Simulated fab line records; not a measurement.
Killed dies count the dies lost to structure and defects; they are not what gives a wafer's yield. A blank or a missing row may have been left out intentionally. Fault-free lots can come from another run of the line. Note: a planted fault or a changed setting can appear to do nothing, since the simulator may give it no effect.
Split-lot experiment || flow n5Finfet || 21 wafers read across 7 lots, on a route 1938 steps long

== THE SPLIT ==
At N5_FIN_CUT_CUT_ETCH_15 (etches Si in HBr/Cl2/O2, target depth 100 nm, bt time 10 s, time 42.4 s), the setting timeS was moved away from the recipe's 42.4 s on 8 of the 21 wafers read, by -14.7% to +12.7%. This setting was run at the recipe's value on the other wafers.

The file shows no step between the split and the reading.

== THE READING ==
SOC_of_FIN_CUT_COAT_18.thkNm (the simulator's own value, which no gauge read), in nm, at N5_FIN_CUT_CUT_ETCH_28 (etches Si in HBr/Cl2/O2, target depth 6 nm, time 2.4 s). The file gives no usual value for it. Across the 13 wafers here that went through the recipe, the average is 169.4 nm and the standard deviation 0.49 nm.

{"wafer": "L074.3", "tool, chamber at the split": "rieSi-03, 3", "timeS as run, s": 42.4, "against the recipe": "recipe", "SOC_of_FIN_CUT_COAT_18.thkNm, nm": 168.8, "against lot-mates on the recipe": "-"}
{"wafer": "L074.5", "tool, chamber at the split": "rieSi-03, 2", "timeS as run, s": 36.62, "against the recipe": "-13.6%", "SOC_of_FIN_CUT_COAT_18.thkNm, nm": 174.4, "against lot-mates on the recipe": "+5.5"}
{"wafer": "L074.6", "tool, chamber at the split": "rieSi-03, 3", "timeS as run, s": 42.4, "against the recipe": "recipe", "SOC_of_FIN_CUT_COAT_18.thkNm, nm": 169, "against lot-mates on the recipe": "-"}
{"wafer": "L076.2", "tool, chamber at the split": "rieSi-01, 0", "timeS as run, s": 47.8, "against the recipe": "+12.7%", "SOC_of_FIN_CUT_COAT_18.thkNm, nm": 165, "against lot-mates on the recipe": -4.4}
{"wafer": "L076.4", "tool, chamber at the split": "rieSi-01, 1", "timeS as run, s": 42.4, "against the recipe": "recipe", "SOC_of_FIN_CUT_COAT_18.thkNm, nm": 169.4, "against lot-mates on the recipe": "-"}
{"wafer": "L076.5", "tool, chamber at the split": "rieSi-01, 3", "timeS as run, s": 47.8, "against the recipe": "+12.7%", "SOC_of_FIN_CUT_COAT_18.thkNm, nm": 163, "against lot-mates on the recipe": -6.4}
{"wafer": "L087.1", "tool, chamber at the split": "rieSi-01, 1", "timeS as run, s": 42.4, "against the recipe": "recipe", "SOC_of_FIN_CUT_COAT_18.thkNm, nm": 169.8, "against lot-mates on the recipe": "-"}
{"wafer": "L087.5", "tool, chamber at the split": "rieSi-01, 0", "timeS as run, s": 42.4, "against the recipe": "recipe", "SOC_of_FIN_CUT_COAT_18.thkNm, nm": 169.6, "against lot-mates on the recipe": "-"}
{"wafer": "L087.6", "tool, chamber at the split": "rieSi-01, 1", "timeS as run, s": 42.4, "against the recipe": "recipe", "SOC_of_FIN_CUT_COAT_18.thkNm, nm": 169.4, "against lot-mates on the recipe": "-"}
{"wafer": "L088.1", "tool, chamber at the split": "rieSi-03, 0", "timeS as run, s": 42.4, "against the recipe": "recipe", "SOC_of_FIN_CUT_COAT_18.thkNm, nm": 168.6, "against lot-mates on the recipe": "-"}
{"wafer": "L088.3", "tool, chamber at the split": "rieSi-03, 3", "timeS as run, s": 42.4, "against the recipe": "recipe", "SOC_of_FIN_CUT_COAT_18.thkNm, nm": 169.2, "against lot-mates on the recipe": "-"}
{"wafer": "L088.6", "tool, chamber at the split": "rieSi-03, 1", "timeS as run, s": 42.4, "against the recipe": "recipe", "SOC_of_FIN_CUT_COAT_18.thkNm, nm": 169, "against lot-mates on the recipe": "-"}
{"wafer": "L090.3", "tool, chamber at the split": "rieSi-03, 0", "timeS as run, s": 47.67, "against the recipe": "+12.4%", "SOC_of_FIN_CUT_COAT_18.thkNm, nm": 165.6, "against lot-mates on the recipe": -4.2}
{"wafer": "L090.4", "tool, chamber at the split": "rieSi-03, 0", "timeS as run, s": 42.4, "against the recipe": "recipe", "SOC_of_FIN_CUT_COAT_18.thkNm, nm": 169.2, "against lot-mates on the recipe": "-"}
{"wafer": "L090.6", "tool, chamber at the split": "rieSi-03, 2", "timeS as run, s": 42.4, "against the recipe": "recipe", "SOC_of_FIN_CUT_COAT_18.thkNm, nm": 170.4, "against lot-mates on the recipe": "-"}
{"wafer": "L091.2", "tool, chamber at the split": "rieSi-04, 1", "timeS as run, s": 42.4, "against the recipe": "recipe", "SOC_of_FIN_CUT_COAT_18.thkNm, nm": 170, "against lot-mates on the recipe": "-"}
{"wafer": "L091.3", "tool, chamber at the split": "rieSi-04, 2", "timeS as run, s": 42.4, "against the recipe": "recipe", "SOC_of_FIN_CUT_COAT_18.thkNm, nm": 169.8, "against lot-mates on the recipe": "-"}
{"wafer": "L091.5", "tool, chamber at the split": "rieSi-04, 0", "timeS as run, s": 36.18, "against the recipe": "-14.7%", "SOC_of_FIN_CUT_COAT_18.thkNm, nm": 175.6, "against lot-mates on the recipe": "+5.7"}
{"wafer": "L092.3", "tool, chamber at the split": "rieSi-01, 2", "timeS as run, s": 45.32, "against the recipe": "+6.9%", "SOC_of_FIN_CUT_COAT_18.thkNm, nm": 167, "against lot-mates on the recipe": "no lot-mate on the recipe"}
{"wafer": "L092.5", "tool, chamber at the split": "rieSi-01, 1", "timeS as run, s": 45.32, "against the recipe": "+6.9%", "SOC_of_FIN_CUT_COAT_18.thkNm, nm": 166.6, "against lot-mates on the recipe": "no lot-mate on the recipe"}
{"wafer": "L092.6", "tool, chamber at the split": "rieSi-01, 0", "timeS as run, s": 45.32, "against the recipe": "+6.9%", "SOC_of_FIN_CUT_COAT_18.thkNm, nm": 166, "against lot-mates on the recipe": "no lot-mate on the recipe"}

FIT RESULTS
A straight line over all 21 wafers: SOC_of_FIN_CUT_COAT_18.thkNm changes by -0.394 nm for each +1% of timeS; r = -0.98; the points scatter about the line by 0.63 nm.
The same after taking each lot's own level away (the mean of its wafers on the recipe; 18 wafers): -0.396 nm for each +1%; r = -0.99; scatter 0.49 nm.
The reading moves by 5.8 nm for the largest change in timeS, on that fit.
The span of the lots' own levels, 168.90 to 169.90 nm, comes to 2.0 times the standard deviation stated above.
The two slopes agree, so the slope changes little with the lot-to-lot level.
Check: for one of the wafers moved furthest among these (-14.7%), held out of the fit, the line's prediction against its lot-mates is +5.86 nm. Against them it came out at +5.7 nm.

== OTHER SPLITS APPLIED TO THESE WAFERS ==
These wafers also went through other splits before the reading. Each is held against what the fit with the lots' levels taken away leaves over:
{"other split on the same wafers": "N5_ZERO_LAYER_PECVD_02 timeS", "wafers away from the commonest value": 6, "r with SOC_of_FIN_CUT_COAT_18.thkNm (lot level and that fit taken away)": "+0.11"}
{"other split on the same wafers": "N5_ZERO_LAYER_COAT_05 spinRpm", "wafers away from the commonest value": 5, "r with SOC_of_FIN_CUT_COAT_18.thkNm (lot level and that fit taken away)": "+0.44"}
{"other split on the same wafers": "N5_FIN_SAQP_HM_DEP_03 timeS", "wafers away from the commonest value": 6, "r with SOC_of_FIN_CUT_COAT_18.thkNm (lot level and that fit taken away)": -0.09}
{"other split on the same wafers": "N5_FIN_SAQP_PECVD_06 timeS", "wafers away from the commonest value": 8, "r with SOC_of_FIN_CUT_COAT_18.thkNm (lot level and that fit taken away)": -0.11}

== THE WHOLE CHAIN: every reading that the file lists as answering this split, in the file's order ==
{"step": "N5_FIN_CUT_CUT_ETCH_15", "what it does": "etches Si in HBr/Cl2/O2, target depth 100 nm, bt time 10 s, time 42.4 s", "reading": "etch.depthNm (the simulator's own value, which no gauge read)", "change (the file's fit)": "+1.05 nm for each +1% of the setting", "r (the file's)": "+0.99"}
{"step": "N5_FIN_CUT_CUT_ETCH_15", "what it does": "etches Si in HBr/Cl2/O2, target depth 100 nm, bt time 10 s, time 42.4 s", "reading": "FIN_CUT.featureDepthNm (the simulator's own value, which no gauge read)", "change (the file's fit)": "+1.05 nm for each +1% of the setting", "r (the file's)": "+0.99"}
{"step": "N5_FIN_CUT_CUT_ETCH_15", "what it does": "etches Si in HBr/Cl2/O2, target depth 100 nm, bt time 10 s, time 42.4 s", "reading": "SOC_of_FIN_CUT_COAT_18.thkNm (the simulator's own value, which no gauge read)", "change (the file's fit)": "-0.384 nm for each +1% of the setting", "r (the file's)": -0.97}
{"step": "N5_FIN_CUT_CUT_ETCH_28", "what it does": "etches Si in HBr/Cl2/O2, target depth 6 nm, time 2.4 s", "reading": "SOC_of_FIN_CUT_COAT_18.thkNm (the simulator's own value, which no gauge read)", "change (the file's fit)": "-0.39 nm for each +1% of the setting", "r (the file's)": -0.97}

== FILE'S OWN FIT ==
SOC_of_FIN_CUT_COAT_18.thkNm changes by -0.39 nm for each +1% of timeS, r = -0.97.
